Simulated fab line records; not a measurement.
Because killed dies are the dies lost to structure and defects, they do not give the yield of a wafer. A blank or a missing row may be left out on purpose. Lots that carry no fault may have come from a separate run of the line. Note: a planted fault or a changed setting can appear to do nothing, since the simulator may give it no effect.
Split-lot trial / flow n5_finfet / on a route of 1938 steps: 7 lots, 39 wafers read

THE SPLIT ITSELF
At N5_STI_FIN_REVEAL_ETCHBACK_08 (etches SiO2 in C4F6/O2, target depth 30.5 nm, time 10.167 s), the setting time_s was moved away from the recipe's 10.167 s on 12 of the 39 wafers read, by -33.3% to +51.7%. This setting was run at the recipe's value on the other wafers.

FROM THE SPLIT TO THE READING: what the file shows between them, 3 steps
- N5_STI_FIN_REVEAL_STRIP_24: strips in N2/H2, time 90 s
- N5_STI_FIN_REVEAL_PRECLEAN_25: cleans in SPM, time 90 s
- N5_STI_FIN_REVEAL_SRD_23: time 30 s

THE READING
trench_depth_nm, in nm, at N5_STI_FIN_REVEAL_FIN_H_MEAS_10. Typical for fault-free wafers on this fab line: 51.9 nm, with standard deviation 0.69 nm.

wafer=L078.2; tool, chamber at the split=rie_diel-04, 2,2,0; time_s as run, s=10.167; against the recipe=recipe; trench_depth_nm, nm=52.6; against lot-mates on the recipe=-
wafer=L078.4; tool, chamber at the split=rie_diel-04, 2,2,0; time_s as run, s=10.167; against the recipe=recipe; trench_depth_nm, nm=52.8; against lot-mates on the recipe=-
wafer=L078.6; tool, chamber at the split=rie_diel-04, 2,2,0; time_s as run, s=10.167; against the recipe=recipe; trench_depth_nm, nm=52.3; against lot-mates on the recipe=-
wafer=L079.1; tool, chamber at the split=rie_diel-05, 2,3,2; time_s as run, s=10.167; against the recipe=recipe; trench_depth_nm, nm=51.9; against lot-mates on the recipe=-
wafer=L079.2; tool, chamber at the split=rie_diel-05, 0,1,3; time_s as run, s=6.785; against the recipe=-33.3%; trench_depth_nm, nm=41.6; against lot-mates on the recipe=-10.0
wafer=L079.3; tool, chamber at the split=rie_diel-05, 0,1,3; time_s as run, s=6.785; against the recipe=-33.3%; trench_depth_nm, nm=41.2; against lot-mates on the recipe=-10.4
wafer=L079.4; tool, chamber at the split=rie_diel-05, 2,3,2; time_s as run, s=10.167; against the recipe=recipe; trench_depth_nm, nm=51.2; against lot-mates on the recipe=-
wafer=L079.5; tool, chamber at the split=rie_diel-05, 0,1,3; time_s as run, s=6.785; against the recipe=-33.3%; trench_depth_nm, nm=41.0; against lot-mates on the recipe=-10.6
wafer=L079.6; tool, chamber at the split=rie_diel-05, 2,3,2; time_s as run, s=10.167; against the recipe=recipe; trench_depth_nm, nm=51.7; against lot-mates on the recipe=-
wafer=L086.1; tool, chamber at the split=rie_diel-05, 2,1,0; time_s as run, s=10.167; against the recipe=recipe; trench_depth_nm, nm=51.2; against lot-mates on the recipe=-
wafer=L086.2; tool, chamber at the split=rie_diel-05, 3,0,3; time_s as run, s=15.42; against the recipe=+51.7%; trench_depth_nm, nm=67.0; against lot-mates on the recipe=+15.2
wafer=L086.3; tool, chamber at the split=rie_diel-05, 2,1,0; time_s as run, s=10.167; against the recipe=recipe; trench_depth_nm, nm=52.4; against lot-mates on the recipe=-
wafer=L086.4; tool, chamber at the split=rie_diel-05, 3,0,3; time_s as run, s=15.42; against the recipe=+51.7%; trench_depth_nm, nm=67.4; against lot-mates on the recipe=+15.6
wafer=L086.5; tool, chamber at the split=rie_diel-05, 2,1,0; time_s as run, s=10.167; against the recipe=recipe; trench_depth_nm, nm=51.7; against lot-mates on the recipe=-
wafer=L086.6; tool, chamber at the split=rie_diel-05, 3,0,3; time_s as run, s=15.42; against the recipe=+51.7%; trench_depth_nm, nm=66.9; against lot-mates on the recipe=+15.1
wafer=L087.1; tool, chamber at the split=rie_diel-05, 2,3,0,1,2,1; time_s as run, s=10.167; against the recipe=recipe; trench_depth_nm, nm=52.3; against lot-mates on the recipe=-
wafer=L087.2; tool, chamber at the split=rie_diel-05, 2,3,0,1,2,1; time_s as run, s=10.167; against the recipe=recipe; trench_depth_nm, nm=52.2; against lot-mates on the recipe=-
wafer=L087.3; tool, chamber at the split=rie_diel-05, 2,3,0,1,2,1; time_s as run, s=10.167; against the recipe=recipe; trench_depth_nm, nm=52.3; against lot-mates on the recipe=-
wafer=L087.4; tool, chamber at the split=rie_diel-05, 2,3,0,1,2,1; time_s as run, s=10.167; against the recipe=recipe; trench_depth_nm, nm=51.9; against lot-mates on the recipe=-
wafer=L087.5; tool, chamber at the split=rie_diel-05, 2,3,0,1,2,1; time_s as run, s=10.167; against the recipe=recipe; trench_depth_nm, nm=52.1; against lot-mates on the recipe=-
wafer=L087.6; tool, chamber at the split=rie_diel-05, 2,3,0,1,2,1; time_s as run, s=10.167; against the recipe=recipe; trench_depth_nm, nm=52.0; against lot-mates on the recipe=-
wafer=L089.1; tool, chamber at the split=rie_diel-04, 2,0,3,1,0,1; time_s as run, s=10.167; against the recipe=recipe; trench_depth_nm, nm=53.5; against lot-mates on the recipe=-
wafer=L089.2; tool, chamber at the split=rie_diel-04, 2,0,3,1,0,1; time_s as run, s=10.167; against the recipe=recipe; trench_depth_nm, nm=52.8; against lot-mates on the recipe=-
wafer=L089.3; tool, chamber at the split=rie_diel-04, 2,0,3,1,0,1; time_s as run, s=10.167; against the recipe=recipe; trench_depth_nm, nm=54.1; against lot-mates on the recipe=-
wafer=L089.4; tool, chamber at the split=rie_diel-04, 2,0,3,1,0,1; time_s as run, s=10.167; against the recipe=recipe; trench_depth_nm, nm=52.9; against lot-mates on the recipe=-
wafer=L089.5; tool, chamber at the split=rie_diel-04, 2,0,3,1,0,1; time_s as run, s=10.167; against the recipe=recipe; trench_depth_nm, nm=53.3; against lot-mates on the recipe=-
wafer=L089.6; tool, chamber at the split=rie_diel-04, 2,0,3,1,0,1; time_s as run, s=10.167; against the recipe=recipe; trench_depth_nm, nm=52.6; against lot-mates on the recipe=-
wafer=L093.1; tool, chamber at the split=rie_diel-02, 2,0,3; time_s as run, s=10.167; against the recipe=recipe; trench_depth_nm, nm=51.7; against lot-mates on the recipe=-
wafer=L093.2; tool, chamber at the split=rie_diel-02, 3,0,2; time_s as run, s=7.734; against the recipe=-23.9%; trench_depth_nm, nm=43.9; against lot-mates on the recipe=-7.7
wafer=L093.3; tool, chamber at the split=rie_diel-02, 2,0,3; time_s as run, s=10.167; against the recipe=recipe; trench_depth_nm, nm=51.4; against lot-mates on the recipe=-
wafer=L093.4; tool, chamber at the split=rie_diel-02, 2,0,3; time_s as run, s=10.167; against the recipe=recipe; trench_depth_nm, nm=51.7; against lot-mates on the recipe=-
wafer=L093.5; tool, chamber at the split=rie_diel-02, 3,0,2; time_s as run, s=7.734; against the recipe=-23.9%; trench_depth_nm, nm=44.7; against lot-mates on the recipe=-6.9
wafer=L093.6; tool, chamber at the split=rie_diel-02, 3,0,2; time_s as run, s=7.734; against the recipe=-23.9%; trench_depth_nm, nm=44.9; against lot-mates on the recipe=-6.7
wafer=L096.1; tool, chamber at the split=rie_diel-04, 0,2,0; time_s as run, s=10.167; against the recipe=recipe; trench_depth_nm, nm=51.7; against lot-mates on the recipe=-
wafer=L096.2; tool, chamber at the split=rie_diel-04, 0,2,0; time_s as run, s=10.167; against the recipe=recipe; trench_depth_nm, nm=52.4; against lot-mates on the recipe=-
wafer=L096.3; tool, chamber at the split=rie_diel-04, 3,1,1; time_s as run, s=11.9; against the recipe=+17.0%; trench_depth_nm, nm=57.7; against lot-mates on the recipe=+5.7
wafer=L096.4; tool, chamber at the split=rie_diel-04, 3,1,1; time_s as run, s=11.9; against the recipe=+17.0%; trench_depth_nm, nm=56.3; against lot-mates on the recipe=+4.3
wafer=L096.5; tool, chamber at the split=rie_diel-04, 3,1,1; time_s as run, s=11.9; against the recipe=+17.0%; trench_depth_nm, nm=56.9; against lot-mates on the recipe=+4.9
wafer=L096.6; tool, chamber at the split=rie_diel-04, 0,2,0; time_s as run, s=10.167; against the recipe=recipe; trench_depth_nm, nm=52.0; against lot-mates on the recipe=-
When a row names more than one chamber, that row covers several wafers, and the file does not tell which wafer ran in which chamber.

THE FIT
A straight line over all 39 wafers: trench_depth_nm changes by +0.302 nm for each +1% of time_s; r = +0.99; the points scatter about the line by 0.7 nm.
The same after taking each lot's own level away (the mean of its wafers on the recipe; 39 wafers): +0.3 nm for each +1%; r = +1.00; scatter 0.38 nm.
That fit puts the effect of the largest move of time_s on the reading at 15 nm.
From 51.60 to 53.20 nm: that is the span of the lots' own levels, equal to 2.3 times the standard deviation above.
Hence the lot-to-lot level has little effect on the slope; both slopes agree.
Check: for one of the wafers moved furthest among these (+51.7%), held out of the fit, the line's prediction against its lot-mates is +15.5 nm. Against them it came out at +15.2 nm.

THE FILE'S OWN FIT
trench_depth_nm changes by +0.299 nm for each +1% of time_s, r = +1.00.
